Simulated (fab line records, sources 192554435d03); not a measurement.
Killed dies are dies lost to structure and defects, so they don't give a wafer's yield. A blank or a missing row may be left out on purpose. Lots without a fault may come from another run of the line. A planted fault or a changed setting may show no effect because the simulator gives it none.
Split-lot experiment | flow n5_finfet | 7 lots, 21 wafers read, on a route of 1938 steps

THE SPLIT
At N5_BEOL_M15_TRENCH_ETCH_34 (etches SiO2 in C4F8/O2/Ar, target depth 872.93 nm, time 199 s), the setting time_s was moved away from the recipe's 199 s on 6 of the 21 wafers read, by -20.3% to +16.5%. The other wafers ran this setting at the recipe's value.

FROM THE SPLIT TO THE READING: what the file shows between them, 8 steps
- N5_BEOL_M15_SPUTTER_44: material Ta, target thk 15 nm, time 24.19 s (also split here: time_s)
- N5_BEOL_M15_SPUTTER_45: material Cu, target thk 100 nm, time 16.67 s
- N5_BEOL_M15_ECD_47: material Cu, target thk 1860 nm
- N5_BEOL_M15_ANNEAL_48: time 90 s
- N5_BEOL_M15_CMP_49: polishes, stops on SiO2, t overpolish 4.9 s, target thk 850 nm
- N5_BEOL_M15_THK_MEAS_50: measures by xrf
- N5_BEOL_M15_PRE_CLEAN_52: time 15 s
- N5_BEOL_M15_DEP_53: deposits SiCN from 3MS/NH3, target thk 50 nm, time 17.8 s

THE READING
M15_RS, in ohm/sq, at N5_BEOL_M15_RS_MEAS_54 (measures by four-point-probe). Fault-free wafers of this fab line usually give 0.0213 ohm/sq, standard deviation 0.00049 ohm/sq.

wafer  | tool, chamber at the split | time_s as run, s | against the recipe | M15_RS, ohm/sq | against lot-mates on the recipe
L076.1 | rie_diel-01, 3             | 231.9            | +16.5%             | 0.0184         | -0.0025
L076.4 | rie_diel-01, 1             | 199              | recipe             | 0.0209         | -
L076.5 | rie_diel-01, 1             | 199              | recipe             | 0.0208         | -
L079.3 | rie_diel-01, 3             | 199              | recipe             | 0.0216         | -
L079.4 | rie_diel-01, 1             | 199              | recipe             | 0.0207         | -
L079.5 | rie_diel-01, 1             | 199              | recipe             | 0.0207         | -
L077.1 | rie_diel-05, 1             | 199              | recipe             | 0.0214         | -
L077.2 | rie_diel-05, 0             | 226.6            | +13.9%             | 0.0192         | -0.0022
L077.4 | rie_diel-05, 3             | 199              | recipe             | 0.0215         | -
L089.2 | rie_diel-04, 3             | 199              | recipe             | 0.0209         | -
L089.3 | rie_diel-04, 2             | 218.1            | +9.6%              | 0.0199         | -0.0014
L089.6 | rie_diel-04, 0             | 199              | recipe             | 0.0218         | -
L091.3 | rie_diel-05, 2             | 199              | recipe             | 0.0213         | -
L091.5 | rie_diel-05, 0             | 199              | recipe             | 0.0206         | -
L091.6 | rie_diel-05, 3             | 199              | recipe             | 0.0214         | -
L090.1 | rie_diel-01, 2             | 199              | recipe             | 0.0211         | -
L090.4 | rie_diel-01, 3             | 162              | -18.6%             | 0.0263         | +0.0052
L090.5 | rie_diel-01, 2             | 162              | -18.6%             | 0.0261         | +0.0050
L093.1 | rie_diel-01, 1             | 199              | recipe             | 0.0204         | -
L093.2 | rie_diel-01, 2             | 199              | recipe             | 0.0213         | -
L093.3 | rie_diel-01, 3             | 158.7            | -20.3%             | 0.0273         | +0.0065

THE FIT
A straight line over all 21 wafers: M15_RS changes by -0.000236 ohm/sq for each +1% of time_s; r = -0.96; the points scatter about the line by 0.00065 ohm/sq.
The same after taking each lot's own level away (the mean of its wafers on the recipe; 21 wafers): -0.000241 ohm/sq for each +1%; r = -0.96; scatter 0.00062 ohm/sq.
On that fit, the largest move of time_s shifts the reading by 0.0049 ohm/sq.
The lots' own levels span 0.02085 to 0.02145 ohm/sq, that is 1.2 times the standard deviation above.
So the lot-to-lot level changes the slope little: the two slopes agree.
Check: with one of the wafers moved furthest among these (-20.3%) left out of the fit, the line predicts +0.00471 ohm/sq for it against its lot-mates. It came out at +0.00645 ohm/sq against them.

OTHER SPLITS ON THESE WAFERS
These wafers also went through other splits before the reading. Each is held against what the fit with the lots' levels taken away leaves over:
other split on the same wafers | wafers away from the commonest value | r with M15_RS (lot level and that fit taken away)
N5_BEOL_M15_ILD_DEP_00 time_s  | 4                                    | -0.18
N5_BEOL_M15_EXPOSE_07 dose_mj  | 3                                    | -0.07
N5_BEOL_M15_SPUTTER_44 time_s  | 7                                    | +0.24

THE WHOLE CHAIN: every reading that the file lists as answering this split, in the file's order
step                       | what it does                                                   | reading                                                                       | change (the file's fit)               | r (the file's)
N5_BEOL_M15_TRENCH_ETCH_34 | etches SiO2 in C4F8/O2/Ar, target depth 872.93 nm, time 199 s  | etch.depth_nm (the simulator's own value, which no gauge read)                | +8.5 nm for each +1% of the setting   | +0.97
N5_BEOL_M15_CMP_49         | polishes, stops on SiO2, t overpolish 4.9 s, target thk 850 nm | Cu_of_BEOL_M15_ECD_47.thk_nm (the simulator's own value, which no gauge read) | +8.51 nm for each +1% of the setting  | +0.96
N5_BEOL_M15_THK_MEAS_50    | measures by xrf                                                | M15_THK                                                                       | +8.44 for each +1% of the setting     | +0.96
N5_BEOL_M15_RS_MEAS_54     | measures by four-point-probe                                   | M15_RS                                                                        | -0.000239 for each +1% of the setting | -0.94

THE FILE'S OWN FIT
M15_RS changes by -0.000239 ohm/sq for each +1% of time_s, r = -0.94.
